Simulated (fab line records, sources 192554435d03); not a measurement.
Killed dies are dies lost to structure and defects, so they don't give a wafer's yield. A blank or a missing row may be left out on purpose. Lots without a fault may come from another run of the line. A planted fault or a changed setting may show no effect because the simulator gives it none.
Split-lot experiment | flow n5_finfet | 7 lots, 21 wafers read, on a route of 1938 steps

THE SPLIT
At N5_BEOL_M5_COAT_66 (time 60 s, resist thk 12 nm), the setting spin_rpm was moved away from the recipe's 1500 rpm on 8 of the 21 wafers read, by -6.9% to +6.1%. The other wafers ran this setting at the recipe's value.

FROM THE SPLIT TO THE READING: what the file shows between them, 4 steps
- N5_BEOL_M5_COAT_74: time 60 s, resist thk 5 nm
- N5_BEOL_M5_COAT_22: resist thk 30 nm
- N5_BEOL_M5_DESCUM_33: chemistry O2, time 7 s
- N5_BEOL_M5_ETCH_75: etches underlayer in N2/H2, target depth 6.5 nm, time 5.2 s

THE READING
etch.depth_nm (the simulator's own value, which no gauge read), in nm, at N5_BEOL_M5_ETCH_67 (etches SiARC in CF4, target depth 15.6 nm, time 26 s). The file gives no usual value for it. The 13 wafers here that ran the recipe average 12.04 nm, standard deviation 0.038 nm.

wafer  | tool, chamber at the split | spin_rpm as run, rpm | against the recipe | etch.depth_nm, nm | against lot-mates on the recipe
L080.2 | litho_track-03, 0          | 1500                 | recipe             | 12.01             | -
L080.3 | litho_track-03, 0          | 1552                 | +3.5%              | 11.8              | -0.21
L080.4 | litho_track-03, 0          | 1552                 | +3.5%              | 11.83             | -0.18
L078.2 | litho_track-03, 0          | 1404                 | -6.4%              | 12.47             | +0.40
L078.4 | litho_track-03, 0          | 1404                 | -6.4%              | 12.49             | +0.42
L078.5 | litho_track-03, 0          | 1500                 | recipe             | 12.07             | -
L083.1 | litho_track-03, 0          | 1500                 | recipe             | 11.98             | -
L083.3 | litho_track-03, 0          | 1500                 | recipe             | 12                | -
L083.6 | litho_track-03, 0          | 1500                 | recipe             | 11.96             | -
L086.1 | litho_track-02, 0          | 1500                 | recipe             | 12.07             | -
L086.5 | litho_track-02, 0          | 1592                 | +6.1%              | 11.69             | -0.37
L086.6 | litho_track-02, 0          | 1500                 | recipe             | 12.04             | -
L089.1 | litho_track-03, 0          | 1397                 | -6.9%              | 12.5              | no lot-mate on the recipe
L089.3 | litho_track-03, 0          | 1397                 | -6.9%              | 12.49             | no lot-mate on the recipe
L089.6 | litho_track-03, 0          | 1397                 | -6.9%              | 12.48             | no lot-mate on the recipe
L094.2 | litho_track-01, 0          | 1500                 | recipe             | 12.04             | -
L094.4 | litho_track-01, 0          | 1500                 | recipe             | 12.04             | -
L094.6 | litho_track-01, 0          | 1500                 | recipe             | 12.05             | -
L092.2 | litho_track-03, 0          | 1500                 | recipe             | 12.06             | -
L092.3 | litho_track-03, 0          | 1500                 | recipe             | 12.09             | -
L092.6 | litho_track-03, 0          | 1500                 | recipe             | 12.08             | -

THE FIT
A straight line over all 21 wafers: etch.depth_nm changes by -0.065 nm for each +1% of spin_rpm; r = -0.99; the points scatter about the line by 0.035 nm.
The same after taking each lot's own level away (the mean of its wafers on the recipe; 18 wafers): -0.0616 nm for each +1%; r = -1.00; scatter 0.015 nm.
On that fit, the largest move of spin_rpm shifts the reading by 0.42 nm.
The lots' own levels span 11.980 to 12.077 nm, that is 2.5 times the standard deviation above.
So the lot-to-lot level changes the slope little: the two slopes agree.
Check: with one of the wafers moved furthest among these (-6.4%) left out of the fit, the line predicts +0.398 nm for it against its lot-mates. It came out at +0.4 nm against them.

OTHER SPLITS ON THESE WAFERS
These wafers also went through other splits before the reading. Each is held against what the fit with the lots' levels taken away leaves over:
other split on the same wafers | wafers away from the commonest value | r with etch.depth_nm (lot level and that fit taken away)
N5_BEOL_M1_EXPOSE_25 dose_mj   | 9                                    | +0.18
N5_BEOL_M2_PECVD_72 time_s     | 7                                    | +0.04
N5_BEOL_M2_COAT_62 spin_rpm    | 8                                    | -0.28
N5_BEOL_M2_COAT_22 spin_rpm    | 7                                    | -0.09
N5_BEOL_M3_ETCH_64 time_s      | 8                                    | -0.09
N5_BEOL_M3_COAT_67 spin_rpm    | 6                                    | +0.08

THE WHOLE CHAIN: every reading that the file lists as answering this split, in the file's order
step               | what it does                                         | reading                                                                          | change (the file's fit)                | r (the file's)
N5_BEOL_M5_COAT_66 | time 60 s, resist thk 12 nm                          | SiARC_of_BEOL_M5_COAT_66.thk_nm (the simulator's own value, which no gauge read) | -0.063 nm for each +1% of the setting  | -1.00
N5_BEOL_M5_ETCH_67 | etches SiARC in CF4, target depth 15.6 nm, time 26 s | etch.depth_nm (the simulator's own value, which no gauge read)                   | -0.0615 nm for each +1% of the setting | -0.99

THE FILE'S OWN FIT
etch.depth_nm changes by -0.0615 nm for each +1% of spin_rpm, r = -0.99.
